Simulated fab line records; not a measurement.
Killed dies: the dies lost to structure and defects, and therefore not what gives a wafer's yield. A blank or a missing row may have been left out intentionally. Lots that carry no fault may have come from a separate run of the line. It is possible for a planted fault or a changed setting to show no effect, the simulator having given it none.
What tool caused it? | flow n5-finfet | 36 wafers sampled from 12 lots at 1 step of a route of 1938

## WHAT EACH GAUGE READ, for each wafer
N5_BEOL_M11_CD_MEAS_28: target cd 70 nm.
lot  | measured     | on        | cd-nm (nm)
L075 | day 10 07:22 | cd-sem-01 | 69.7 69.8 70.2
L077 | day 10 21:01 | cd-sem-01 | 71.2 70.2 69.0
L079 | day 11 06:22 | cd-sem-02 | 68.6 70.1 69.8
L081 | day 12 09:06 | cd-sem-03 | 69.9 70.5 70.7
L083 | day 13 01:50 | cd-sem-02 | 68.8 68.6 69.8
L084 | day 13 12:53 | cd-sem-03 | 69.8 70.2 70.6
L088 | day 13 15:08 | cd-sem-03 | 70.9 69.5 70.6
L087 | day 13 22:56 | cd-sem-01 | 71.4 70.5 71.7
L094 | day 15 03:15 | cd-sem-03 | 68.7 69.1 69.2
L093 | day 15 12:05 | cd-sem-02 | 71.5 69.8 71.5
L095 | day 16 04:10 | cd-sem-01 | 71.1 70.1 70.8
L097 | day 16 10:09 | cd-sem-03 | 70.1 70.8 70.1

## WHICH TOOL RAN EACH LOT (tool, then ch and the chambers of the sampled wafers, then the start)
There is no process step in the record ahead of these readings.

## THE ANSWER, worked out from the rows above alone
Rule: the lots themselves supply what counts as usual. Put in order of their means at a reading, lots are off if they are a third of the lots or fewer, leave a main group of 4 or more, and stand apart from it by a gap of 3 or more times the standard deviation of the main group's means; of several such gaps the widest counts. A main group is skipped when, at the precision printed for the reading in the tables above, its means are all equal. A lot without any number at a reading at which 4 lots or more have one is off too. The other lots that the step has rows for count as sound.
No lot is off on any of the readings shown, so nothing can be concluded from this.

## WHAT HAD BEEN PUT IN BY THE SIMULATOR
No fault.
